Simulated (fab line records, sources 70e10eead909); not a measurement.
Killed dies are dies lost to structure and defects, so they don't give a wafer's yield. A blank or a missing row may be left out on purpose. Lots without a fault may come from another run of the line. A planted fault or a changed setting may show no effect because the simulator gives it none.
Chamber matching | flow nand_harc | NHARC_P_CONTACT_DESCUM_17 on rie_diel-09: 4 sister chambers
The step chemistry O2, time 3 s. 18 wafers are shown with their chamber, then 9 later ones without.

WAFERS WITH THEIR CHAMBER
wafer  | chamber | drypump_motor_current_A (A) | oes_product_au (a.u.) | rf_vpp_V (V)
L074.1 | 1       | 6.0                         | 0.996                 | 56.8
L074.5 | 0       | 5.9                         | 0.997                 | 58.6
L074.6 | 1       | 6.0                         | 0.994                 | 56.2
L076.1 | 0       | 5.9                         | 1.005                 | 57.7
L076.2 | 1       | 5.9                         | 1.002                 | 57.0
L076.4 | 3       | 6.0                         | 1.006                 | 57.3
L080.1 | 2       | 6.6                         | 1.016                 | 57.1
L080.2 | 1       | 6.0                         | 1.006                 | 57.7
L080.3 | 0       | 5.9                         | 0.997                 | 57.3
L080.4 | 3       | 6.0                         | 0.980                 | 56.9
L080.5 | 1       | 6.0                         | 1.017                 | 57.4
L080.6 | 2       | 6.6                         | 1.011                 | 57.2
L083.2 | 2       | 6.6                         | 1.016                 | 57.4
L083.3 | 1       | 6.0                         | 0.983                 | 58.1
L083.6 | 2       | 6.6                         | 1.022                 | 59.4
L087.3 | 2       | 6.6                         | 1.008                 | 58.1
L087.5 | 0       | 5.9                         | 0.994                 | 56.6
L087.6 | 1       | 5.9                         | 1.000                 | 59.0

SIGNATURES (means of the wafers above)
reading                 | chamber 0 | chamber 1 | chamber 2 | chamber 3 | scatter within a chamber
drypump_motor_current_A | 5.900     | 5.971     | 6.600     | 6.000     | 0.0319
oes_product_au          | 0.99825   | 0.99971   | 1.01460   | 0.99300   | 0.00922
rf_vpp_V                | 57.550    | 57.457    | 57.840    | 57.100    | 0.882
Rule: a wafer's distance from a chamber is the root of the sum, over the readings, of the square of ((its reading less the chamber's mean) divided by the reading's scatter). The wafer belongs to the nearest chamber; if the next one is less than 2 further off, it can't be placed. The scatter: the root of (the sum of the squares of (reading less its chamber's mean) over the shown wafers, divided by (wafers less chambers)).

WAFERS WITHOUT THEIR CHAMBER
wafer  | drypump_motor_current_A (A) | oes_product_au (a.u.) | rf_vpp_V (V)
L091.3 | 5.9                         | 0.999                 | 56.8
L091.4 | 6.1                         | 0.991                 | 58.2
L091.5 | 5.9                         | 1.002                 | 58.4
L092.3 | 6.0                         | 0.993                 | 59.3
L092.4 | 5.9                         | 0.993                 | 56.8
L092.6 | 5.9                         | 1.009                 | 57.8
L092.1 | 5.9                         | 1.007                 | 56.7
L092.2 | 6.6                         | 1.020                 | 58.0
L092.5 | 5.9                         | 1.001                 | 58.5

WHICH CHAMBER EACH WENT THROUGH
wafer  | from the rows above          | in truth
L091.3 | can't be placed: 0 or 1      | 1
L091.4 | can't be placed: 3 or 1      | 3
L091.5 | can't be placed: 0 or 1      | 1
L092.3 | can't be placed: 1 or 3 or 0 | 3
L092.4 | can't be placed: 0 or 1      | 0
L092.6 | can't be placed: 0 or 1      | 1
L092.1 | can't be placed: 0 or 1      | 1
L092.2 | 2                            | 2
L092.5 | can't be placed: 0 or 1      | 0
Placed correctly: 1 of 9. Can't be placed from these rows: 8 (the true chamber is among the candidates in 8). Placed wrongly: 0.
